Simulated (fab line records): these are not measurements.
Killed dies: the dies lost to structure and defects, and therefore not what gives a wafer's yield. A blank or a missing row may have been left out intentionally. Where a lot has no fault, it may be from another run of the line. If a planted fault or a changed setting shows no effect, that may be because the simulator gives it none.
A lot that was struck, set against a sound lot | flow n5_finfet | 20 out of 1938 route steps
Sound: these wafers, L817.1, L817.2, L817.6. Struck: wafer L837.3 (left out: L837.2, L837.4 of the same lot, which were not struck); the cause appears at the end.
Each step with rows lists, per side, the tool, then ch with its chambers, then its first start. Under that, the readings that differ: sound wafers | struck wafers | difference of the means | sigmas: that difference in standard deviations of wafers without a fault.
alike: a reading whose means differ by less than 2 such deviations, as well as words and numbers matching on both sides. not compared: withheld readings; readings where some wafer has no value; bounds like >300 that might hide an equal value; numbers whose values overlap and for which the record gives no deviation.
A row with sigmas, a row that says differs or no value, or rows on one side alone: a step with any of these is where the two part. When numbers do not overlap yet have no deviation, they are printed without sigmas and do not part them. A reading that every wafer of one side lacks parts them only if that side has two wafers or more.

first, 2 steps without rows for these wafers: N5_FIN_CUT_PEB_06 (peb time 60 s); N5_FIN_CUT_DEVELOP_07 (develop time 30 s).
N5_FIN_CUT_CD_MEAS_08: target cd 29.1 nm.
  sound on cd_sem-01 ch 0, day 2 02:01; struck on cd_sem-01 ch 0, day 7 03:19
  alike: cd_nm
N5_FIN_CUT_OVL_MEAS_09:
  sound on overlay-01 ch 0, day 2 02:02; struck on overlay-01 ch 0, day 7 03:21
  alike: FIN_CUT_OVL
N5_FIN_CUT_INSPECT_10: inspects for defects (brightfield).
  sound on defect_inspect-02, day 2 02:06; struck on defect_inspect-01, day 7 03:24
  alike: raw_defect_count
N5_FIN_CUT_DESCUM_13: chemistry O2, time 7 s.
  sound on rie_diel-02 ch 0,1, day 2 02:08; struck on rie_diel-06 ch 1, day 7 03:26
  alike: drypump_motor_current_A, oes_product_au, rf_vpp_V, showerhead_plenum_p_Torr, throttle_valve_pct
  not compared: rf_hours_counter_h
N5_FIN_CUT_ETCH_30: etches underlayer in N2/H2, target depth 13 nm, time 10.4 s.
  sound on rie_diel-02 ch 0,1, day 2 02:10; struck on rie_diel-06 ch 1, day 7 03:28
  alike: drypump_motor_current_A, etch_rf_on_time_s, oes_product_au, rf_vpp_V, showerhead_plenum_p_Torr, throttle_valve_pct
  not compared: rf_hours_counter_h
then, 4 steps without rows for these wafers: N5_FIN_CUT_ETCH_20 (etches SiARC in CF4, target depth 26 nm, time 43.3 s); N5_FIN_CUT_ETCH_21 (etches SOC in N2/H2, target depth 219 nm, overetch 43.8 nm, time 523.5 s); N5_FIN_CUT_STRIP_23 (strips in N2/H2); N5_FIN_CUT_STRIP_31 (strips in N2/H2).
N5_FIN_CUT_STRIP_24: strips in CF4.
  sound on rie_diel-02 ch 0,1, day 2 02:33; struck on rie_diel-06 ch 1, day 7 03:51
  alike: drypump_motor_current_A, oes_product_au, rf_vpp_V, showerhead_plenum_p_Torr, throttle_valve_pct
  not compared: rf_hours_counter_h
N5_FIN_CUT_CUT_ETCH_26: etches SiNx in CH3F/O2, target depth 39 nm, time 55.7 s.
  sound on rie_diel-02 ch 0,1, day 2 02:34; struck on rie_diel-06 ch 1, day 7 03:52
  reading                                  | sound             | struck | difference | sigmas
  oes_product_au (a.u.)                    | 0.79 0.92 0.91    | 1.17   | +0.30      | +3
  model.etch.depth_nm (nm)                 | 39.55 39.69 39.45 | 55.12  | +15.56     |
  model.SOC_of_FIN_CUT_COAT_18.thk_nm (nm) | 210.2 211.2 211   | 203.2  | -7.6       |
  alike: O2_flow_sccm, drypump_motor_current_A, oes_ar_750_au, rf_vpp_V, showerhead_plenum_p_Torr, throttle_valve_pct
  not compared: rf_hours_counter_h
then, 1 step without rows for these wafers: N5_FIN_CUT_CUT_ETCH_27 (etches SiO2 in CHF3/O2, target depth 4 nm, overetch 2 nm, time 4.9 s).
N5_FIN_CUT_PRECLEAN_35: cleans in vHF, time 13.3 s.
  sound on vapor_etch-02 ch 0,1, day 2 02:41; struck on vapor_etch-02 ch 1, day 7 03:59
  alike: drypump_motor_current_A
then, 1 step without rows for these wafers: N5_FIN_CUT_CUT_ETCH_15 (etches Si in HBr/Cl2/O2, target depth 100 nm, bt time 10 s, time 42.4 s).
N5_FIN_CUT_CUT_ETCH_28: etches Si in HBr/Cl2/O2, target depth 6 nm, time 2.4 s.
  sound on rie_si-06 ch 0,2, day 2 02:49; struck on rie_si-06 ch 3, day 7 04:07
  reading                                  | sound             | struck | difference | sigmas
  throttle_valve_pct (%)                   | 36.69 37.37 36.67 | 37.60  | +0.69      | +3
  model.SOC_of_FIN_CUT_COAT_18.thk_nm (nm) | 167.2 168.8 168.2 | 160.8  | -7.3       |
  alike: O2_flow_sccm, drypump_motor_current_A, oes_product_au
  not compared: rf_hours_counter_h
N5_FIN_CUT_STRIP_22: strips in N2/H2.
  sound on rie_diel-03 ch 1,2,3, day 2 02:53; struck on rie_diel-06 ch 2, day 7 04:11
  alike: drypump_motor_current_A, oes_product_au, rf_vpp_V, showerhead_plenum_p_Torr, throttle_valve_pct
  not compared: rf_hours_counter_h
-- a jump in the record: the struck wafers' starts before and after are 5 days apart (it breaks off in module FIN_CUT and resumes in module BEOL_M4, where the first step shown is number 1111 of the route) --
N5_BEOL_M4_RC_MEAS_101:
  sound on prober-02 ch 0, day 7 12:01; struck on prober-02 ch 0, day 12 14:52
  reading        | sound             | struck | difference | sigmas
  DIBL_N (mV/V)  | 34.5 35.6 34.6    | 37.4   | +2.5       | +2
  IOFF_N (nA/um) | 0.116 0.142 0.120 | 0.178  | +0.052     | +2
  ION_N (uA/um)  | 665 680 656       | 688    | +21        | +2
  alike: DIBL_P, IOFF_P, ION_P, SS_N, SS_P, VT_N, VT_P
-- a jump in the record: the struck wafers' starts before and after are 4 days apart (it breaks off in module BEOL_M4 and resumes in module PASSIVATION, where the first step shown is number 1936 of the route) --
N5_PASSIVATION_PROBE_49:
  sound on prober-01, day 11 14:43; struck on prober-01, day 16 15:37
  alike: defect_limited_yield, killed_at_M0_to_M3, killed_at_M4_up, killed_at_contacts, killed_at_front_end, killed_at_other, killed_dies, killed_open, killed_short, sort_bin_5_function, sort_bin_6_memory, sort_n_pass, sort_yield_pct

== WHERE THEY PART ==
First at N5_FIN_CUT_CUT_ETCH_26; last, within this record, at N5_BEOL_M4_RC_MEAS_101. Later steps at which nothing parts them and some readings are alike: N5_PASSIVATION_PROBE_49.

WHY: the cause the simulator had injected
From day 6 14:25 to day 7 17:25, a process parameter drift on rie_diel-06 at N5_FIN_CUT_CUT_ETCH_26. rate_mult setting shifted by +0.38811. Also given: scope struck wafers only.
